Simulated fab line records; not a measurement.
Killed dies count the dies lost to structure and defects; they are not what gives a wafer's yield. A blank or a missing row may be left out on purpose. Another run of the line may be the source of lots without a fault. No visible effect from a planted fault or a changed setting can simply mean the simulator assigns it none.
Split-lot study | flow n5Finfet | route with 1938 steps; 7 lots, 21 wafers read

## THE SPLIT ITSELF
At N5_BEOL_M14_TRENCH_ETCH_34 (etches SiO2 in C4F8/O2/Ar, target depth 556.65 nm, time 126.9 s), the setting timeS was moved away from the recipe's 126.9 s on 6 of the 21 wafers read, by -5.8% to +10.8%. The other wafers ran this setting at the recipe's value.

## FROM THE SPLIT TO THE READING: what the file shows between them, 10 steps
- N5_BEOL_M14_STRIP_70: strips in C4F8/O2/Ar
- N5_BEOL_M14_OCD_MEAS_35
- N5_BEOL_M14_STRIP_37: strips in O2
- N5_BEOL_M14_ETCH_38: etches SiCN in CF4/N2, target depth 106.5 nm, time 120.6 s
- N5_BEOL_M14_ECD_47: material Cu, target thk 1248 nm
- N5_BEOL_M14_ANNEAL_48: time 90 s
- N5_BEOL_M14_CMP_49: polishes, stops on SiO2, t overpolish 5.2 s, target thk 560 nm
- N5_BEOL_M14_THK_MEAS_50: measures by xrf
- N5_BEOL_M14_PRE_CLEAN_52: time 15 s
- N5_BEOL_M14_DEP_53: deposits SiCN from 3MS/NH3, target thk 50 nm, time 17.8 s

## THE READING
M14_RS (ohm/sq), read at N5_BEOL_M14_RS_MEAS_54 with a four-point probe. On this fab line, fault-free wafers typically give 0.0331 ohm/sq with a standard deviation of 0.00058 ohm/sq.

wafer  | tool, chamber at the split | timeS as run, s | against the recipe | M14_RS, ohm/sq | against lot-mates on the recipe
L076.2 | rieDiel-04, 3              | 126.9           | recipe             | 0.0330         | -
L076.4 | rieDiel-04, 0              | 126.9           | recipe             | 0.0324         | -
L076.5 | rieDiel-04, 1              | 119.6           | -5.8%              | 0.0351         | +0.0024
L082.1 | rieDiel-04, 2              | 139.8           | +10.2%             | 0.0299         | -0.0023
L082.2 | rieDiel-04, 1              | 126.9           | recipe             | 0.0322         | -
L082.3 | rieDiel-04, 3              | 139.8           | +10.2%             | 0.0293         | -0.0029
L087.2 | rieDiel-01, 3              | 126.9           | recipe             | 0.0328         | -
L087.3 | rieDiel-01, 1              | 126.9           | recipe             | 0.0329         | -
L087.6 | rieDiel-01, 3              | 126.9           | recipe             | 0.0325         | -
L088.4 | rieDiel-02, 0              | 126.9           | recipe             | 0.0342         | -
L088.5 | rieDiel-02, 0              | 126.9           | recipe             | 0.0343         | -
L088.6 | rieDiel-02, 3              | 126.9           | recipe             | 0.0335         | -
L086.2 | rieDiel-02, 1              | 126.9           | recipe             | 0.0334         | -
L086.5 | rieDiel-02, 0              | 140.6           | +10.8%             | 0.0304         | -0.0030
L086.6 | rieDiel-02, 3              | 140.6           | +10.8%             | 0.0301         | -0.0033
L089.1 | rieDiel-04, 3              | 126.9           | recipe             | 0.0327         | -
L089.5 | rieDiel-04, 3              | 126.9           | recipe             | 0.0332         | -
L089.6 | rieDiel-04, 0              | 126.9           | recipe             | 0.0324         | -
L091.3 | rieDiel-01, 1              | 126.9           | recipe             | 0.0328         | -
L091.4 | rieDiel-01, 2              | 126.9           | recipe             | 0.0332         | -
L091.5 | rieDiel-01, 3              | 138.8           | +9.4%              | 0.0302         | -0.0028

FIT RESULTS
A straight line over all 21 wafers: M14_RS changes by -0.000302 ohm/sq for each +1% of timeS; r = -0.93; the points scatter about the line by 0.00058 ohm/sq.
The same after taking each lot's own level away (the mean of its wafers on the recipe; 21 wafers): -0.000292 ohm/sq for each +1%; r = -0.98; scatter 0.00032 ohm/sq.
The reading moves by 0.0032 ohm/sq for the largest change in timeS, on that fit.
From 0.03220 to 0.03400 ohm/sq: that is the span of the lots' own levels, equal to 3.1 times the standard deviation above.
The two slopes are in agreement: the lot-to-lot level therefore moves the slope only a little.
Check: with one of the wafers moved furthest among these (+10.8%) left out of the fit, the line predicts -0.00311 ohm/sq for it against its lot-mates. It came out at -0.003 ohm/sq against them.

## THE WHOLE CHAIN: every reading that the file lists as answering this split, in the file's order
step                       | what it does                                                    | reading                                                                      | change (the file's fit)              | r (the file's)
N5_BEOL_M14_TRENCH_ETCH_34 | etches SiO2 in C4F8/O2/Ar, target depth 556.65 nm, time 126.9 s | etch.depthNm (the simulator's own value, which no gauge read)                | +5.41 nm for each +1% of the setting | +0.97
N5_BEOL_M14_OCD_MEAS_35    |                                                                 | trenchDepthNm                                                                | +5.4 nm for each +1% of the setting  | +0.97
N5_BEOL_M14_CMP_49         | polishes, stops on SiO2, t overpolish 5.2 s, target thk 560 nm  | Cu_of_BEOL_M14_ECD_47.thkNm (the simulator's own value, which no gauge read) | +5.4 nm for each +1% of the setting  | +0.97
N5_BEOL_M14_THK_MEAS_50    | measures by xrf                                                 | M14_THK                                                                      | +5.24 for each +1% of the setting    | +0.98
N5_BEOL_M14_RS_MEAS_54     | measures by four-point-probe                                    | M14_RS                                                                       | -0.0003 for each +1% of the setting  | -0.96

## FILE'S OWN FIT
M14_RS changes by -0.0003 ohm/sq for each +1% of timeS, r = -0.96.
